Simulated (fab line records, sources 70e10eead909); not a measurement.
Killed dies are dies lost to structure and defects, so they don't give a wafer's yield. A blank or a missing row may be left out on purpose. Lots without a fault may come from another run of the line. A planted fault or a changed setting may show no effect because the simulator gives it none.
Which tool did it? | flow nand_harc | 15 lots, 45 wafers sampled, at 6 steps of a route of 1159

WHAT THE GAUGES READ, wafer by wafer
NHARC_A_M0_CD_MEAS_09: target cd 80 nm. Usual: cd_nm 80.3 nm, standard deviation 0.71.
lot  | measured     | on        | cd_nm (nm)     | flag
L397 | day 18 05:44 | cd_sem-03 | 80.1 80.5 80.3 |
L399 | day 18 14:17 | cd_sem-02 | 80.4 80.5 80.1 |
L398 | day 19 00:36 | cd_sem-01 | 80.8 79.9 80.4 |
L400 | day 19 12:53 | cd_sem-02 | 81.7 80.0 80.3 |
L404 | day 19 13:19 | cd_sem-02 | 80.3 81.8 81.0 |
L403 | day 19 23:43 | cd_sem-03 | 79.2 80.5 79.9 |
L405 | day 20 00:28 | cd_sem-01 | 79.8 79.2 78.9 |
L402 | day 20 03:38 | cd_sem-03 | 80.9 80.4 79.3 |
L407 | day 20 04:12 | cd_sem-02 | 78.8 78.9 80.0 |
L406 | day 20 05:11 | cd_sem-02 | 79.2 79.5 81.4 |
L409 | day 20 13:42 | cd_sem-01 | 79.8 79.0 78.9 |
L412 | day 21 14:15 | cd_sem-03 | 79.1 80.0 80.4 |
L419 | day 22 12:59 | cd_sem-02 | 64.7 81.0 62.8 | OFF
L417 | day 22 14:55 | cd_sem-03 | 62.1 80.5 64.6 | OFF
L420 | day 23 11:09 | cd_sem-02 | 62.0 79.3 80.4 | OFF

NHARC_A_M0_CD_MEAS_16. Usual: cd_nm 80.3 nm, standard deviation 0.96.
lot  | measured     | on        | cd_nm (nm)     | flag
L397 | day 18 06:14 | cd_sem-01 | 80.8 79.9 80.5 |
L399 | day 18 14:46 | cd_sem-01 | 80.4 80.9 80.7 |
L398 | day 19 01:05 | cd_sem-01 | 80.8 79.4 79.7 |
L400 | day 19 13:23 | cd_sem-03 | 83.2 80.5 80.8 |
L404 | day 19 13:49 | cd_sem-01 | 81.6 81.8 82.1 |
L403 | day 20 00:13 | cd_sem-03 | 80.1 80.6 79.6 |
L405 | day 20 00:57 | cd_sem-02 | 79.9 79.3 79.2 |
L402 | day 20 04:07 | cd_sem-02 | 81.2 79.6 78.5 |
L407 | day 20 04:41 | cd_sem-02 | 78.9 79.0 77.7 |
L406 | day 20 05:41 | cd_sem-02 | 78.6 80.5 80.6 |
L409 | day 20 14:14 | cd_sem-01 | 79.2 78.7 78.9 |
L412 | day 21 14:44 | cd_sem-03 | 78.8 80.2 80.2 |
L419 | day 22 13:28 | cd_sem-01 | 65.5 80.9 62.2 | OFF
L417 | day 22 15:25 | cd_sem-02 | 62.3 80.2 65.6 | OFF
L420 | day 23 11:41 | cd_sem-03 | 62.3 78.5 80.3 | OFF

WHICH TOOL RAN EACH LOT (tool, then ch and the chambers of the sampled wafers, then the start)
lot  | NHARC_A_BLC_ETCH_17                           | NHARC_A_BLC_STRIP_21               | NHARC_A_BLC_PVD_32                      | NHARC_A_M0_EXPOSE_06
L397 | rie_diel-08 ch 1,2,3, day 17 15:29 or earlier | rie_diel-01 ch 0,3, day 17 15:29   | pvd_sputter-01, day 18 05:36 or earlier | arfi_scanner-01 ch 0, day 18 05:36
L399 | rie_diel-11 ch 2,3, day 18 11:32 or earlier   | rie_diel-01 ch 0,3, day 18 11:32   | pvd_sputter-02, day 18 14:08 or earlier | arfi_scanner-02 ch 0, day 18 14:08
L398 | rie_diel-01 ch 0,3, day 18 21:53 or earlier   | rie_diel-11 ch 2,3, day 18 21:53   | pvd_sputter-02, day 19 00:28 or earlier | arfi_scanner-02 ch 0, day 19 00:28
L400 | rie_diel-11 ch 1,2,3, day 19 02:34 or earlier | rie_diel-01 ch 2,3, day 19 02:34   | pvd_sputter-01, day 19 12:44 or earlier | arfi_scanner-01 ch 0, day 19 12:44
L404 | rie_diel-01 ch 0,3, day 19 03:53 or earlier   | rie_diel-11 ch 1,3, day 19 03:53   | pvd_sputter-02, day 19 13:11 or earlier | arfi_scanner-03 ch 0, day 19 13:11
L403 | rie_diel-01 ch 0,1,3, day 19 18:04 or earlier | rie_diel-01 ch 0,1,3, day 19 18:04 | pvd_sputter-03, day 19 23:35 or earlier | arfi_scanner-02 ch 0, day 19 23:35
L405 | rie_diel-01 ch 0,2, day 19 19:32 or earlier   | rie_diel-11 ch 0,1,2, day 19 19:32 | pvd_sputter-02, day 20 00:20 or earlier | arfi_scanner-03 ch 0, day 20 00:20
L402 | rie_diel-11 ch 0,3, day 19 22:17 or earlier   | rie_diel-01 ch 0,1,3, day 19 22:17 | pvd_sputter-01, day 20 03:29 or earlier | arfi_scanner-02 ch 0, day 20 03:29
L407 | rie_diel-11 ch 0,1,3, day 20 00:29 or earlier | rie_diel-01 ch 0,1,3, day 20 00:29 | pvd_sputter-01, day 20 04:04 or earlier | arfi_scanner-01 ch 0, day 20 04:04
L406 | rie_diel-01 ch 0,1,2, day 20 01:56 or earlier | rie_diel-11 ch 0,1, day 20 01:56   | pvd_sputter-01, day 20 05:03 or earlier | arfi_scanner-03 ch 0, day 20 05:03
L409 | rie_diel-01 ch 0,1, day 20 05:26 or earlier   | rie_diel-08 ch 2,3, day 20 05:26   | pvd_sputter-01, day 20 13:34 or earlier | arfi_scanner-03 ch 0, day 20 13:34
L412 | rie_diel-11 ch 0,1, day 21 02:05 or earlier   | rie_diel-01 ch 0,1,3, day 21 02:05 | pvd_sputter-03, day 21 14:07 or earlier | arfi_scanner-01 ch 0, day 21 14:07
L419 | rie_diel-11 ch 1,2,3, day 22 07:21 or earlier | rie_diel-01 ch 0,3, day 22 07:21   | pvd_sputter-01, day 22 12:50 or earlier | arfi_scanner-02 ch 0, day 22 12:50
L417 | rie_diel-08 ch 0,2,3, day 22 08:05 or earlier | rie_diel-11 ch 0,1, day 22 08:05   | pvd_sputter-03, day 22 14:47 or earlier | arfi_scanner-02 ch 0, day 22 14:47
L420 | rie_diel-11 ch 0,1,3, day 23 07:47 or earlier | rie_diel-01 ch 1,2,3, day 23 07:47 | pvd_sputter-01, day 23 11:01 or earlier | arfi_scanner-02 ch 0, day 23 11:01
- NHARC_A_BLC_ETCH_17: etches the open film in N2/H2, target depth 390 nm, time 609.38 s.
- NHARC_A_BLC_STRIP_21: strips in O2.
- NHARC_A_BLC_PVD_32: deposits Ti, target thk 5 nm, time 17.7 s.
- NHARC_A_M0_EXPOSE_06: exposes mask A M0, target cd 80 nm.

WHAT THE TOOLS THEMSELVES READ (means of the sampled wafers that have a number; where no wafer has one, the mark that the record gives instead)
NHARC_A_BLC_ETCH_17. Usual: drypump_motor_current_A 5.7 A, standard deviation 0.48; h2_flow_sccm 150.0 sccm, standard deviation 0.44; oes_product_au 0.998 a.u., standard deviation 0.0078; rf_vpp_V 430 V, standard deviation 3.3; showerhead_plenum_p_Torr 2.01 Torr, standard deviation 0.12; throttle_valve_pct 14.173 %, standard deviation 0.0093.
lot  | tool        | drypump_motor_current_A (A) | h2_flow_sccm (sccm) | oes_product_au (a.u.) | rf_vpp_V (V) | showerhead_plenum_p_Torr (Torr) | throttle_valve_pct (%) | flag
L397 | rie_diel-08 | 6.4                         | 150.1               | 0.993                 | 428          | 1.97                            | 14.168                 |
L399 | rie_diel-11 | 5.1                         | 150.1               | 0.993                 | 434          | 2.18                            | 14.175                 |
L398 | rie_diel-01 | 6.1                         | 149.5               | 1.007                 | 431          | 2.04                            | 14.178                 |
L400 | rie_diel-11 | 5.4                         | 150.0               | 0.994                 | 433          | 2.08                            | 14.180                 |
L404 | rie_diel-01 | 6.0                         | 150.5               | 1.001                 | 431          | 2.04                            | 14.180                 |
L403 | rie_diel-01 | 5.7                         | 150.4               | 0.989                 | 430          | 2.00                            | 14.170                 |
L405 | rie_diel-01 | 5.6                         | 149.9               | 1.002                 | 427          | 1.93                            | 14.162                 |
L402 | rie_diel-11 | 5.4                         | 149.9               | 1.007                 | 433          | 2.09                            | 14.165                 |
L407 | rie_diel-11 | 5.7                         | 150.0               | 0.998                 | 429          | 2.00                            | 14.165                 |
L406 | rie_diel-01 | 5.5                         | 149.8               | 1.000                 | 428          | 1.94                            | 14.176                 |
L409 | rie_diel-01 | 5.5                         | 149.7               | 0.998                 | 429          | 1.97                            | 14.175                 |
L412 | rie_diel-11 | 6.1                         | 149.7               | 0.995                 | 427          | 1.91                            | 14.176                 |
L419 | rie_diel-11 | 5.4                         | 149.9               | 1.002                 | 432          | 2.08                            | 14.175                 |
L417 | rie_diel-08 | 6.1                         | 150.2               | 0.986                 | 429          | 1.98                            | 14.170                 |
L420 | rie_diel-11 | 5.7                         | 150.0               | 0.996                 | 429          | 2.00                            | 14.172                 |

NHARC_A_BLC_STRIP_21. Usual: drypump_motor_current_A 5.7 A, standard deviation 0.43; oes_product_au 0.999 a.u., standard deviation 0.0087; rf_vpp_V 57.7 V, standard deviation 0.97; showerhead_plenum_p_Torr 3.46 Torr, standard deviation 0.15; throttle_valve_pct 17.037 %, standard deviation 0.0089.
lot  | tool        | drypump_motor_current_A (A) | oes_product_au (a.u.) | rf_vpp_V (V) | showerhead_plenum_p_Torr (Torr) | throttle_valve_pct (%) | flag
L397 | rie_diel-01 | 5.8                         | 1.006                 | 57.8         | 3.49                            | 17.036                 |
L399 | rie_diel-01 | 5.8                         | 1.011                 | 56.4         | 3.49                            | 17.028                 |
L398 | rie_diel-11 | 5.1                         | 0.999                 | 58.9         | 3.75                            | 17.040                 |
L400 | rie_diel-01 | 6.0                         | 1.001                 | 57.4         | 3.49                            | 17.044                 |
L404 | rie_diel-11 | 5.7                         | 1.007                 | 57.6         | 3.44                            | 17.031                 |
L403 | rie_diel-01 | 5.8                         | 0.998                 | 57.9         | 3.46                            | 17.037                 |
L405 | rie_diel-11 | 5.8                         | 0.999                 | 57.5         | 3.45                            | 17.042                 |
L402 | rie_diel-01 | 5.7                         | 1.004                 | 57.7         | 3.46                            | 17.051                 |
L407 | rie_diel-01 | 5.8                         | 0.998                 | 57.7         | 3.46                            | 17.038                 |
L406 | rie_diel-11 | 6.1                         | 1.006                 | 58.0         | 3.32                            | 17.042                 |
L409 | rie_diel-08 | 6.3                         | 0.999                 | 56.7         | 3.44                            | 17.033                 |
L412 | rie_diel-01 | 5.7                         | 1.002                 | 58.0         | 3.46                            | 17.029                 |
L419 | rie_diel-01 | 5.8                         | 0.994                 | 57.6         | 3.49                            | 17.041                 |
L417 | rie_diel-11 | 6.1                         | 1.007                 | 57.5         | 3.31                            | 17.040                 |
L420 | rie_diel-01 | 5.8                         | 1.000                 | 57.9         | 3.42                            | 17.035                 |

NHARC_A_BLC_PVD_32. Usual: throttle_valve_pct 29.8 %, standard deviation 1.
lot  | tool           | throttle_valve_pct (%) | flag
L397 | pvd_sputter-01 | 29.3                   |
L399 | pvd_sputter-02 | 30.1                   |
L398 | pvd_sputter-02 | 29.7                   |
L400 | pvd_sputter-01 | 29.1                   |
L404 | pvd_sputter-02 | 29.9                   |
L403 | pvd_sputter-03 | 29.8                   |
L405 | pvd_sputter-02 | 30.0                   |
L402 | pvd_sputter-01 | 29.4                   |
L407 | pvd_sputter-01 | 29.3                   |
L406 | pvd_sputter-01 | 29.1                   |
L409 | pvd_sputter-01 | 30.8                   |
L412 | pvd_sputter-03 | 30.7                   |
L419 | pvd_sputter-01 | 29.1                   |
L417 | pvd_sputter-03 | 30.6                   |
L420 | pvd_sputter-01 | 29.2                   |

THE ANSWER, worked out from the rows above alone
Rule: a lot is off if the mean of its wafers that have a number lies more than 3 standard deviations from the usual mean. A lot without any number at a reading at which 4 lots or more have one is off too. The other lots that the step has rows for count as sound. The gauges are gone through in route order, then the tools' own readings, and for those a lot's mean is taken as printed above. The first step at which some lot is off is used, and at that step the reading that is off furthest; a lot without a number counts as furthest.
Off: L419, L417, L420, at NHARC_A_M0_CD_MEAS_09 (cd_nm).
A tool fits if, at a process step before that reading, it ran every lot that is off, and no sound lot after the first of them. The gauges at NHARC_A_M0_CD_MEAS_09 are tried like those tools. NHARC_A_BLC_ETCH_17 gives no start for some lots, so the hours and the order of its lots are those of NHARC_A_BLC_STRIP_21. NHARC_A_BLC_PVD_32 gives no start for some lots, so the hours and the order of its lots are those of NHARC_A_M0_EXPOSE_06. One fits: arfi_scanner-02 at NHARC_A_M0_EXPOSE_06. Its last sound lot is L402 (day 20 03:29), its first lot that is off L419 (day 22 12:50): a fault that began between those two fits.

WHAT THE SIMULATOR HAD PUT IN
Process parameter drift: arfi_scanner-02, from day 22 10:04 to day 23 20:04, at NHARC_A_M0_EXPOSE_06. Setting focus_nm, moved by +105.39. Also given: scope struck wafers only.
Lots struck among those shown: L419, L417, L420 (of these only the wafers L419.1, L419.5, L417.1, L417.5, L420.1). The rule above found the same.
